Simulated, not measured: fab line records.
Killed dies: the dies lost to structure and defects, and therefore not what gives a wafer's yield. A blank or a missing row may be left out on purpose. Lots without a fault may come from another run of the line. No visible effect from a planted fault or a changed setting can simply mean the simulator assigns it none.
Comparing a struck lot with a sound one || flow n5 finfet || 27 steps out of a route of 1938
Sound: wafers L347.1, L347.5, L347.6. Struck: wafer L360.1 (left out: L360.4, a lot-mate that was not struck); the cause follows at the end.
Order at every step that has rows: each side's tool, ch and its chambers, its first start. Under that, the readings that differ: sound wafers || struck wafers || difference of the means || sigmas: that difference in standard deviations of wafers without a fault.
alike: words and numbers the same on both sides, and readings whose means are apart by under 2 such deviations; not compared: readings that were withheld, readings missing a value for some wafer, numbers with overlapping values and no deviation given by the record, and bounds like >300 which may hide the same value.
The two part at a step that has a row with sigmas, a row that says differs or no value, or rows on one side only. Numbers that don't overlap but have no deviation are shown without sigmas and don't part them. Lack of a reading on every wafer of one side parts them only where that side has two or more wafers.

first, 4 steps without rows for these wafers: N5_WELL_APT_OXIDE_STRIP_42 (strips SiO2 in dHF, time 45 s, target depth 12 nm); N5_WELL_APT_PRECLEAN_36 (cleans in O3/DIW, time 45 s); N5_WELL_APT_PRECLEAN_39 (cleans in dHF, time 60 s); N5_WELL_APT_SRD_37 (time 30 s).
N5_WELL_APT_EPI_41: deposits Si from SiH4/H2, target thk 50 nm, time 297.7 s.
  sound on epi rpcvd-04 ch 0, day 1 22:04; struck on epi rpcvd-01 ch 0, day 5 04:01
  alike: throttle valve pct
N5_WELL_APT_INSPECT_38: inspects for defects (darkfield).
  sound on defect inspect-01 at day 1 22:41; struck on defect inspect-01 at day 5 04:40
  alike: raw defect count
N5_PMOS_HMC_CHANNEL_EPI_HM_DEP_34: deposits SiO2 from TEOS/O2, target thk 36 nm, time 6.9 s.
  sound on pecvd-01 ch 0,1, day 1 22:44; struck on pecvd-03 ch 0, day 5 04:41
{"reading": "showerhead plenum p Torr (Torr)", "sound": "8.299 8.364 8.317", "struck": 8.410, "difference": "+0.083", "sigmas": "+3"}
  alike: heater power w, throttle valve pct
then, 5 steps without rows for these wafers: N5_PMOS_HMC_CHANNEL_EPI_COAT_31 (time 60 s, resist thk 66 nm); N5_PMOS_HMC_CHANNEL_EPI_COAT_03 (resist thk 205 nm); N5_PMOS_HMC_CHANNEL_EPI_EBR_05; N5_PMOS_HMC_CHANNEL_EPI_SOFTBAKE_04 (time 60 s); N5_PMOS_HMC_CHANNEL_EPI_EXPOSE_06 (exposes mask PMOS HMC BLK, target cd 240 nm).
N5_PMOS_HMC_CHANNEL_EPI_PEB_07: peb time 60 s.
  sound on litho track-01 ch 0, day 1 23:04; struck on litho track-02 ch 0, day 5 05:02
  alike: chill plate temp C, heater power total W
then, 1 step without rows for these wafers: N5_PMOS_HMC_CHANNEL_EPI_DEVELOP_08 (develop time 30 s).
N5_PMOS_HMC_CHANNEL_EPI_CD_MEAS_09: target cd 237.4 nm.
  sound on cd sem-02 ch 0, day 1 23:08; struck on cd sem-01 ch 0, day 5 05:06
{"reading": "cd nm (nm)", "sound": "238.4 235.8 237.4", "struck": 246.5, "difference": "+9.3", "sigmas": "+8"}
N5_PMOS_HMC_CHANNEL_EPI_OVL_MEAS_10:
  sound on overlay-01 ch 0, day 1 23:10; struck on overlay-01 ch 0, day 5 05:08
  alike: PMOS_HMC_BLK_OVL
N5_PMOS_HMC_CHANNEL_EPI_INSPECT_11: inspects for defects (macro).
  sound on defect inspect-02 at day 1 23:11; struck on defect inspect-01 at day 5 05:09
  alike: raw defect count
N5_PMOS_HMC_CHANNEL_EPI_DESCUM_14: chemistry O2, time 7.9 s.
  sound on rie diel-02 ch 1,2,3, day 1 23:13; struck on rie diel-06 ch 0, day 5 05:11
{"reading": "model.PMOS_HMC_CHANNEL_EPI.cd nm (nm)", "sound": "238.3 235.8 237.5", "struck": 246.7, "difference": "+9.5", "sigmas": ""}
  alike: drypump motor current A, oes product au, rf vpp V, showerhead plenum p Torr, throttle valve pct
  not compared: rf hours counter h
N5_PMOS_HMC_CHANNEL_EPI_ETCH_32: etches BARC in N2/H2, stops on SiO2, target depth 85.8 nm, time 50.3 s.
  sound on rie diel-02 ch 1,2,3, day 1 23:15; struck on rie diel-06 ch 0, day 5 05:13
  alike: bias w, drypump motor current A, oes product au, rf vpp V, showerhead plenum p Torr, throttle valve pct
  not compared: rf hours counter h
N5_PMOS_HMC_CHANNEL_EPI_HM_OPEN_15: chemistry CHF3/O2, target SiO2, target depth 40.6 nm, time 20.3 s.
  sound on rie diel-02 ch 1,2,3, day 1 23:18; struck on rie diel-06 ch 0, day 5 05:16
  alike: bias w, drypump motor current A, oes_o_777_au, oes product au, rf vpp V, showerhead plenum p Torr, throttle valve pct
  not compared: rf hours counter h
then, 2 steps without rows for these wafers: N5_PMOS_HMC_CHANNEL_EPI_STRIP_33 (strips in N2/H2); N5_PMOS_HMC_CHANNEL_EPI_STRIP_17 (strips in SPM, time 750 s).
N5_PMOS_HMC_CHANNEL_EPI_ETCH_38: etches SiO2 in CF4, target depth 1.5 nm.
  sound on rie si-04 ch 0,3, day 1 23:40; struck on rie si-02 ch 1, day 5 05:37
{"reading": "bias w (W)", "sound": "399.2 399.3 398.2", "struck": 401.7, "difference": "+2.8", "sigmas": "+2"}
{"reading": "throttle valve pct (%)", "sound": "21.58 21.59 21.46", "struck": 22.51, "difference": "+0.97", "sigmas": "+3"}
  alike: drypump motor current A, oes product au
  not compared: rf hours counter h
N5_PMOS_HMC_CHANNEL_EPI_FIN_RECESS_16: chemistry HBr/Cl2, target Si, target depth 54 nm, time 18 s.
  sound on rie si-04 ch 0,3, day 1 23:41; struck on rie si-02 ch 1, day 5 05:38
{"reading": "model.PMOS_HMC_CHANNEL_EPI.cd nm (nm)", "sound": "239.2 237.3 238.2", "struck": 249.8, "difference": "+11.6", "sigmas": ""}
  alike: bias w, drypump motor current A, mfc cl2 sccm, oes product au, throttle valve pct
  not compared: rf hours counter h
then, 1 step without rows for these wafers: N5_PMOS_HMC_CHANNEL_EPI_PRECLEAN_36 (cleans in O3/DIW, time 45 s).
-- record jumps: 10 days separate the struck wafers' starts on either side; left off in module PMOS_HMC_CHANNEL_EPI, taken up again in module BEOL_M4, whose first shown step is the route's number 1111 --
N5_BEOL_M4_RC_MEAS_101:
  sound on prober-01 ch 0, day 12 07:42; struck on prober-02 ch 0, day 15 11:40
  alike: DIBL_N, DIBL_P, IOFF_N, IOFF_P, ION_N, ION_P, SS_N, SS_P, VT_N, VT_P
N5_PASSIVATION_PROBE_49:
  the record holds rows for the sound wafers here (prober-01, day 16 10:29) but none for the struck ones

WHERE THEY PART
Earliest at N5_PMOS_HMC_CHANNEL_EPI_HM_DEP_34; latest, in this record, at N5_PASSIVATION_PROBE_49.

WHY: what had been put in by the simulator
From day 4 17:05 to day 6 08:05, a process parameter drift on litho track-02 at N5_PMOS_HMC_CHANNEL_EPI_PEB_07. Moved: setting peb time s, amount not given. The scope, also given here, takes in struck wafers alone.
